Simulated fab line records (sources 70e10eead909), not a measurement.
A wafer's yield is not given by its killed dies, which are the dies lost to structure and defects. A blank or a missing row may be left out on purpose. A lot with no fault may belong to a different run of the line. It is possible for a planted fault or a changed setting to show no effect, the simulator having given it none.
Chamber matching + flow nand-harc + NHARC_A_CHANNEL_FILL_D1_ETCHBACK_20 on rie-diel-06 has 4 sister chambers
The step etches the open film in C4F8/O2/Ar, target depth 27 nm, time 13.5 s. 18 wafers are shown with their chamber, then 9 later ones without.

EACH WAFER AND ITS CHAMBER
| wafer  | chamber | rf-vpp-V (V) | oes-product-au (a.u.) |
|--------|---------|--------------|-----------------------|
| L076.1 | 1       | 985          | 1.00                  |
| L076.2 | 0       | 982          | 1.00                  |
| L076.4 | 2       | 984          | 1.00                  |
| L078.2 | 1       | 982          | 0.93                  |
| L078.3 | 3       | 981          | 0.92                  |
| L078.6 | 0       | 983          | 0.93                  |
| L082.2 | 2       | 983          | 0.93                  |
| L082.5 | 0       | 984          | 0.93                  |
| L082.6 | 3       | 983          | 0.92                  |
| L084.4 | 2       | 983          | 0.99                  |
| L084.5 | 3       | 981          | 1.00                  |
| L084.6 | 2       | 983          | 1.00                  |
| L089.2 | 3       | 981          | 0.98                  |
| L089.3 | 2       | 983          | 0.99                  |
| L089.6 | 0       | 982          | 1.00                  |
| L091.2 | 0       | 982          | 1.00                  |
| L091.3 | 3       | 982          | 0.98                  |
| L091.6 | 2       | 983          | 0.98                  |

SIGNATURES, as means of the wafers listed above
| reading        | chamber 0 | chamber 1 | chamber 2 | chamber 3 | scatter within a chamber |
|----------------|-----------|-----------|-----------|-----------|--------------------------|
| rf-vpp-V       | 982.60    | 983.50    | 983.17    | 981.60    | 0.915                    |
| oes-product-au | 0.9720    | 0.9650    | 0.9817    | 0.9600    | 0.0353                   |
Rule: a wafer's distance from a chamber is the root of the sum, over the readings, of the square of ((its reading less the chamber's mean) divided by the reading's scatter). If the next closest chamber is less than 2 further off than the closest, the wafer can't be placed; otherwise it belongs to the closest. How the scatter is found: for the shown wafers, subtract from each reading the mean of its chamber, square and add these, divide the total by (wafers less chambers), then take the root.

WAFERS MISSING THEIR CHAMBER
| wafer  | rf-vpp-V (V) | oes-product-au (a.u.) |
|--------|--------------|-----------------------|
| L096.1 | 983          | 0.91                  |
| L096.3 | 983          | 0.92                  |
| L096.4 | 983          | 0.92                  |
| L097.1 | 981          | 0.91                  |
| L097.3 | 983          | 0.92                  |
| L097.4 | 980          | 0.92                  |
| L097.2 | 982          | 0.91                  |
| L097.5 | 980          | 0.91                  |
| L097.6 | 981          | 0.92                  |

WHICH CHAMBER EACH ONE RAN IN
| wafer  | from the rows above               | in truth |
|--------|-----------------------------------|----------|
| L096.1 | can't be placed: 1 or 0 or 2 or 3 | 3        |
| L096.3 | can't be placed: 1 or 0 or 2 or 3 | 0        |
| L096.4 | can't be placed: 1 or 0 or 2 or 3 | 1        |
| L097.1 | can't be placed: 3 or 0 or 2 or 1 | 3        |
| L097.3 | can't be placed: 1 or 0 or 2 or 3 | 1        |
| L097.4 | can't be placed: 3 or 0 or 2 or 1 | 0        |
| L097.2 | can't be placed: 3 or 0 or 1 or 2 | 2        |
| L097.5 | can't be placed: 3 or 0 or 2 or 1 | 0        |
| L097.6 | can't be placed: 3 or 0 or 2 or 1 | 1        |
Correctly placed: 0 of 9. Not placeable from these rows: 9 (in 9, the candidates include the true chamber). Wrongly placed: 0.
